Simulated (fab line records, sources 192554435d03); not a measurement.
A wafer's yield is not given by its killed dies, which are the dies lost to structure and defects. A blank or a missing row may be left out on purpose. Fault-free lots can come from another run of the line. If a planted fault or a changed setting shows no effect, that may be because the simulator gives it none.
Lot-split experiment ; flow n5Finfet ; 7 lots, 21 wafers read, on a route of 1938 steps

== SPLIT DETAILS ==
At N5_BEOL_M11_TRENCH_ETCH_37 (etches SiCOH lowk in C4F6/O2, target depth 148.83 nm, time 48 s), the setting sourceW was moved away from the recipe's 345 W on 5 of the 21 wafers read, by -15.1% to +9.7%. For the rest of the wafers, this setting stayed at what the recipe calls for.

== FROM THE SPLIT TO THE READING: what the file shows between them, 12 steps ==
- N5_BEOL_M11_ETCH_41: etches SiCN in CH3F/O2, target depth 42.6 nm, time 86 s
- N5_BEOL_M11_STRIP_77: strips in N2/H2, time 10 s
- N5_BEOL_M11_OCD_MEAS_38
- N5_BEOL_M11_ALD_74: deposits TaN, target thk 2 nm, pulse time 2 s, purge time 3 s (also split here: aldCycles)
- N5_BEOL_M11_SURFACE_TREAT_76
- N5_BEOL_M11_CVD_75: deposits Co from CCTBA/H2, target thk 2 nm, time 138.9 s
- N5_BEOL_M11_ECD_50: material Cu, target thk 318 nm
- N5_BEOL_M11_ANNEAL_51: time 90 s
- N5_BEOL_M11_CMP_52: polishes, stops on SiCOH lowk, t overpolish 7 s, target thk 140 nm
- N5_BEOL_M11_THK_MEAS_53: measures by xrf
- N5_BEOL_M11_PRE_CLEAN_55: time 15 s
- N5_BEOL_M11_DEP_56: deposits SiCN from 3MS/NH3, target thk 30 nm, time 10.5 s

== THE READING ==
Measured at N5_BEOL_M11_RS_MEAS_57 by four-point probe: M11_RS, in ohm/sq. Fault-free wafers of this fab line usually give 0.1502 ohm/sq, standard deviation 0.0025 ohm/sq.

wafer;tool, chamber at the split;sourceW as run, W;against the recipe;M11_RS, ohm/sq;against lot-mates on the recipe
L077.1;rieDiel-03, 3;345;recipe;0.1531;-
L077.4;rieDiel-03, 3;345;recipe;0.1512;-
L077.5;rieDiel-03, 0;345;recipe;0.1494;-
L081.1;rieDiel-05, 0;345;recipe;0.1463;-
L081.2;rieDiel-05, 3;345;recipe;0.1507;-
L081.3;rieDiel-05, 3;345;recipe;0.1510;-
L083.1;rieDiel-02, 3;292.8;-15.1%;0.1631;+0.0122
L083.3;rieDiel-02, 1;345;recipe;0.1502;-
L083.4;rieDiel-02, 2;345;recipe;0.1516;-
L085.1;rieDiel-02, 2;345;recipe;0.1504;-
L085.3;rieDiel-02, 1;345;recipe;0.1498;-
L085.4;rieDiel-02, 0;345;recipe;0.1499;-
L096.1;rieDiel-05, 0;378.5;+9.7%;0.1440;-0.0024
L096.2;rieDiel-05, 1;345;recipe;0.1464;-
L096.5;rieDiel-05, 1;378.5;+9.7%;0.1386;-0.0078
L095.1;rieDiel-05, 0;345;recipe;0.1498;-
L095.5;rieDiel-05, 3;345;recipe;0.1513;-
L095.6;rieDiel-05, 2;345;recipe;0.1490;-
L097.3;rieDiel-03, 1;345;recipe;0.1499;-
L097.5;rieDiel-03, 2;306;-11.3%;0.1584;+0.0085
L097.6;rieDiel-03, 1;306;-11.3%;0.1593;+0.0094

THE FIT
A straight line over all 21 wafers: M11_RS changes by -0.000845 ohm/sq for each +1% of sourceW; r = -0.94; the points scatter about the line by 0.0018 ohm/sq.
The same after taking each lot's own level away (the mean of its wafers on the recipe; 21 wafers): -0.000713 ohm/sq for each +1%; r = -0.94; scatter 0.0016 ohm/sq.
That fit puts the effect of the largest move of sourceW on the reading at 0.011 ohm/sq.
From 0.14640 to 0.15123 ohm/sq: that is the span of the lots' own levels, equal to 1.9 times the standard deviation above.
So the lot-to-lot level changes the slope: the two fits differ.
Check: for one of the wafers moved furthest among these (-15.1%), held out of the fit, the line's prediction against its lot-mates is +0.0105 ohm/sq. It came out at +0.0122 ohm/sq against them.

== OTHER SPLITS APPLIED TO THESE WAFERS ==
Note: prior to the reading, these wafers also went through further splits. Each is held against what the fit with the lots' levels taken away leaves over:
other split on the same wafers;wafers away from the commonest value;r with M11_RS (lot level and that fit taken away)
N5_BEOL_M11_ALD_74 aldCycles;9;+0.15

== THE WHOLE CHAIN: every reading that the file lists as answering this split, in the file's order ==
step;what it does;reading;change (the file's fit);r (the file's)
N5_BEOL_M11_TRENCH_ETCH_37;etches SiCOH lowk in C4F6/O2, target depth 148.83 nm, time 48 s;etch.depthNm (the simulator's own value, which no gauge read);+0.579 nm for each +1% of the setting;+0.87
N5_BEOL_M11_TRENCH_ETCH_37;etches SiCOH lowk in C4F6/O2, target depth 148.83 nm, time 48 s;BEOL_M11.featureDepthNm (the simulator's own value, which no gauge read);+0.58 nm for each +1% of the setting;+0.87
N5_BEOL_M11_OCD_MEAS_38;;trenchDepthNm;+0.59 nm for each +1% of the setting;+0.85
N5_BEOL_M11_CMP_52;polishes, stops on SiCOH lowk, t overpolish 7 s, target thk 140 nm;Cu_of_BEOL_M11_ECD_50.thkNm (the simulator's own value, which no gauge read);+0.614 nm for each +1% of the setting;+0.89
N5_BEOL_M11_THK_MEAS_53;measures by xrf;M11_THK;+0.623 for each +1% of the setting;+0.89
N5_BEOL_M11_RS_MEAS_57;measures by four-point-probe;M11_RS;-0.000744 for each +1% of the setting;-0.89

== THE FILE'S OWN FIT ==
M11_RS changes by -0.000744 ohm/sq for each +1% of sourceW, r = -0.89.
